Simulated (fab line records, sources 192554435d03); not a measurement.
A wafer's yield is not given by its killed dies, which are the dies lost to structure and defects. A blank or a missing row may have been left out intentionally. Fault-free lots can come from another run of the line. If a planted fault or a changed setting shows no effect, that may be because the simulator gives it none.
Chamber matching :: flow n5Finfet :: N5_SD_EPI_P_ETCHBACK_46 on rieDiel-02 has 4 sister chambers
The step etches SiNx in CH3F/O2, stops on SiO2, target depth 17.5 nm. 8 wafers are shown with their chamber, then 8 later ones without.

== WAFERS PAIRED WITH THEIR CHAMBERS ==
wafer: L077.5
chamber: 3
throttleValvePct (%): 16.80
showerheadPlenumPTorr (Torr): 1.95

wafer: L084.1
chamber: 0
throttleValvePct (%): 16.70
showerheadPlenumPTorr (Torr): 2.00

wafer: L084.4
chamber: 1
throttleValvePct (%): 15.99
showerheadPlenumPTorr (Torr): 1.95

wafer: L086.2
chamber: 3
throttleValvePct (%): 16.83
showerheadPlenumPTorr (Torr): 1.94

wafer: L088.2
chamber: 2
throttleValvePct (%): 16.12
showerheadPlenumPTorr (Torr): 1.97

wafer: L088.3
chamber: 1
throttleValvePct (%): 16.02
showerheadPlenumPTorr (Torr): 1.95

wafer: L088.5
chamber: 2
throttleValvePct (%): 16.11
showerheadPlenumPTorr (Torr): 1.97

wafer: L089.2
chamber: 0
throttleValvePct (%): 16.72
showerheadPlenumPTorr (Torr): 2.00

== WAFERS WITHOUT THEIR CHAMBER ==
wafer: L089.4
throttleValvePct (%): 16.82
showerheadPlenumPTorr (Torr): 1.94

wafer: L089.6
throttleValvePct (%): 16.82
showerheadPlenumPTorr (Torr): 1.94

wafer: L091.2
throttleValvePct (%): 16.13
showerheadPlenumPTorr (Torr): 1.97

wafer: L091.4
throttleValvePct (%): 16.82
showerheadPlenumPTorr (Torr): 1.94

wafer: L091.6
throttleValvePct (%): 16.72
showerheadPlenumPTorr (Torr): 1.99

wafer: L096.1
throttleValvePct (%): 16.15
showerheadPlenumPTorr (Torr): 1.96

wafer: L096.2
throttleValvePct (%): 16.04
showerheadPlenumPTorr (Torr): 1.94

wafer: L096.3
throttleValvePct (%): 16.72
showerheadPlenumPTorr (Torr): 1.99

== EACH ONE'S CHAMBER ==
wafer: L089.4
from the rows above: 3
in truth: 3

wafer: L089.6
from the rows above: 3
in truth: 3

wafer: L091.2
from the rows above: 2
in truth: 2

wafer: L091.4
from the rows above: 3
in truth: 3

wafer: L091.6
from the rows above: 0
in truth: 0

wafer: L096.1
from the rows above: 2
in truth: 2

wafer: L096.2
from the rows above: 1
in truth: 1

wafer: L096.3
from the rows above: 0
in truth: 0
Correct placement for 8 of the 8. Not placeable from these rows: 0. Number placed wrongly: 0.
How it was worked out, from the rows above alone: a wafer's distance from a chamber is the root of the sum, over the readings, of the square of ((its reading less the chamber's mean) divided by the reading's scatter). The wafer belongs to the nearest chamber; if the next one is less than 2 further off, it can't be placed. Each chamber's mean is taken over the wafers shown for it. The scatter: the root of (the sum of the squares of (reading less its chamber's mean) over the shown wafers, divided by (wafers less chambers)).
